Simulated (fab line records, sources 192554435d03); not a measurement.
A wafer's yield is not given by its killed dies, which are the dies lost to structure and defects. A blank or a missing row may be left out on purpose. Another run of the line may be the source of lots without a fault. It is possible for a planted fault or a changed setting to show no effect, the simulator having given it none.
Comparing a struck lot with a sound one | flow n5_finfet | 15 steps out of a route of 1938
Sound: these wafers, L131.2, L131.4, L131.6. Struck: wafer L140.2; the same lot's L140.1 was not struck, so it is left out; see the end for the cause.
Order at every step that has rows: each side's tool, ch and its chambers, its first start. Under that, the readings that differ: sound wafers | struck wafers | difference of the means | sigmas: that difference in standard deviations of wafers without a fault.
alike: readings with means less than 2 such deviations apart, plus words and numbers identical on both sides. not compared: withheld readings, readings lacking a value on some wafer, bounds such as >300 that could conceal the same value, and numbers that have no deviation in the record and whose values overlap.
The two part at a step that has a row with sigmas, a row that says differs or no value, or rows on one side only. Numbers that have no deviation but don't overlap get no sigmas and don't part them. A reading that every wafer of one side lacks parts them only if that side has two wafers or more.

first, 1 step without rows for these wafers: N5_BEOL_M14_HARDBAKE_32 (time 120 s).
N5_BEOL_M14_CD_MEAS_28 targets a cd of 284.4 nm.
  sound on cd_sem-02 ch 0, day 11 04:24; struck on cd_sem-01 ch 0, day 14 02:31
  alike: cd_nm
N5_BEOL_M14_OVL_MEAS_29:
  sound on overlay-01 ch 0, day 11 04:26; struck on overlay-02 ch 0, day 14 02:32
  alike: M14_OVL
N5_BEOL_M14_INSPECT_30: inspects for defects (macro).
  struck on defect_inspect-02, day 14 02:34; sound on defect_inspect-01, day 11 04:28
  alike: raw_defect_count
N5_BEOL_M14_DESCUM_33: chemistry O2, time 7.9 s.
  sound on rie_diel-04 ch 1,2, day 11 04:38; struck on rie_diel-05 ch 2, day 14 03:31
  alike: drypump_motor_current_A, oes_product_au, rf_vpp_V, showerhead_plenum_p_Torr, throttle_valve_pct
  not compared: rf_hours_counter_h
N5_BEOL_M14_ETCH_67: etches SiARC in CF4, target depth 143 nm, time 238.3 s.
  sound on rie_diel-04 ch 1,2, day 11 04:41; struck on rie_diel-05 ch 2, day 14 03:34
  alike: drypump_motor_current_A, etch_rf_on_time_s, oes_product_au, rf_vpp_V, showerhead_plenum_p_Torr, throttle_valve_pct
  not compared: rf_hours_counter_h
N5_BEOL_M14_ETCH_68: etches SOC in N2/H2, time 450 s.
  sound on rie_diel-04 ch 1,2, day 11 04:49; struck on rie_diel-05 ch 2, day 14 03:47
  alike: drypump_motor_current_A, oes_product_au, rf_vpp_V, showerhead_plenum_p_Torr, throttle_valve_pct
  not compared: rf_hours_counter_h
then, 1 step without rows for these wafers: N5_BEOL_M14_STRIP_69 (strips in N2/H2).
N5_BEOL_M14_TRENCH_ETCH_34: etches SiO2 in C4F8/O2/Ar, target depth 556.65 nm, time 126.9 s.
  sound on rie_diel-04 ch 1,2, day 11 05:06; struck on rie_diel-05 ch 2, day 14 04:12
  alike: drypump_motor_current_A, oes_product_au, rf_vpp_V, showerhead_plenum_p_Torr, throttle_valve_pct
  not compared: rf_hours_counter_h
then, 1 step without rows for these wafers: N5_BEOL_M14_STRIP_70 (strips in C4F8/O2/Ar).
N5_BEOL_M14_OCD_MEAS_35:
  struck on ocd-01, day 14 04:25; sound on ocd-01, day 11 05:15
  alike: trench_depth_nm
N5_BEOL_M14_STRIP_37: strips in O2.
  sound on rie_diel-04 ch 0,1,3, day 11 06:26; struck on rie_diel-06 ch 3, day 14 05:55
  alike: drypump_motor_current_A, oes_product_au, rf_vpp_V, showerhead_plenum_p_Torr, throttle_valve_pct
  not compared: rf_hours_counter_h
N5_BEOL_M14_ETCH_38: etches SiCN in CF4/N2, target depth 106.5 nm, time 120.6 s.
  sound on rie_diel-04 ch 0,1,3, day 11 06:29; struck on rie_diel-06 ch 3, day 14 05:58
  reading                  | sound            | struck | difference | sigmas
  model.etch.depth_nm (nm) | 97.13 102.5 95.4 | 82.64  | -15.70     |
  alike: drypump_motor_current_A, oes_product_au, rf_vpp_V, showerhead_plenum_p_Torr, throttle_valve_pct
  not compared: rf_hours_counter_h
then, 1 step without rows for these wafers: N5_BEOL_M14_PRECLEAN_39 (cleans in residue remover, time 60 s).
N5_PASSIVATION_PROBE_49:
  rows exist in the record for the sound wafers here (prober-01, day 12 07:46), none for the struck ones

## WHERE THEY PART
Within this record, at N5_PASSIVATION_PROBE_49 only.

WHY: what the simulator had put in
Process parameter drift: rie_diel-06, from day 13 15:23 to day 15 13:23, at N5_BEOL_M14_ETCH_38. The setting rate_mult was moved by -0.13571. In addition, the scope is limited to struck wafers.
